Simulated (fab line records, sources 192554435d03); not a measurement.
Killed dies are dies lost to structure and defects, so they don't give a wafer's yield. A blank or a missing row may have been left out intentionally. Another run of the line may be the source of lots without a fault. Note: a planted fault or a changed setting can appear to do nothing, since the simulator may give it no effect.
Chamber matching + flow n5-finfet + 4 sister chambers for N5_MIM_TOP_ALD_00 on ald-hk-03
The step deposits Al2O3, purge time 3 s, co reactant pulse time 3 s. 14 wafers are shown with their chamber, then 6 later ones without.

EACH WAFER AND ITS CHAMBER
| wafer  | chamber | precursor-pulse-height-rel |
|--------|---------|----------------------------|
| L842.4 | 0       | 0.975                      |
| L842.5 | 1       | 0.987                      |
| L842.6 | 2       | 1.027                      |
| L843.1 | 0       | 0.998                      |
| L843.3 | 3       | 1.025                      |
| L843.6 | 3       | 1.023                      |
| L846.1 | 0       | 0.991                      |
| L846.3 | 1       | 0.998                      |
| L846.5 | 3       | 1.005                      |
| L849.3 | 0       | 0.984                      |
| L849.4 | 3       | 1.009                      |
| L849.5 | 2       | 1.017                      |
| L850.2 | 1       | 0.990                      |
| L850.3 | 0       | 0.989                      |

SIGNATURES (averages over the wafers above)
| reading                    | chamber 0 | chamber 1 | chamber 2 | chamber 3 | scatter within a chamber |
|----------------------------|-----------|-----------|-----------|-----------|--------------------------|
| precursor-pulse-height-rel | 0.98740   | 0.99167   | 1.02200   | 1.01550   | 0.00841                  |
Rule: a wafer's distance from a chamber is the root of the sum, over the readings, of the square of ((its reading less the chamber's mean) divided by the reading's scatter). If the next closest chamber is less than 2 further off than the closest, the wafer can't be placed; otherwise it belongs to the closest. The scatter is the square root of a quotient: the sum, over the shown wafers, of each reading's squared deviation from its chamber's mean, divided by wafers minus chambers.

WAFERS WITH NO CHAMBER GIVEN
| wafer  | precursor-pulse-height-rel |
|--------|----------------------------|
| L850.6 | 1.028                      |
| L855.1 | 1.007                      |
| L855.3 | 1.025                      |
| L864.3 | 0.976                      |
| L864.4 | 1.006                      |
| L864.6 | 0.963                      |

WHICH CHAMBER EACH ONE RAN IN
| wafer  | from the rows above               | in truth |
|--------|-----------------------------------|----------|
| L850.6 | can't be placed: 2 or 3           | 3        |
| L855.1 | can't be placed: 3 or 2 or 1 or 0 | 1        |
| L855.3 | can't be placed: 2 or 3           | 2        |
| L864.3 | can't be placed: 0 or 1           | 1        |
| L864.4 | can't be placed: 3 or 1 or 2 or 0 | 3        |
| L864.6 | can't be placed: 0 or 1           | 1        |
0 of 6 placed correctly. Unplaceable from these rows: 6, with the true chamber sitting among the candidates in 6. Wrongly placed: 0.
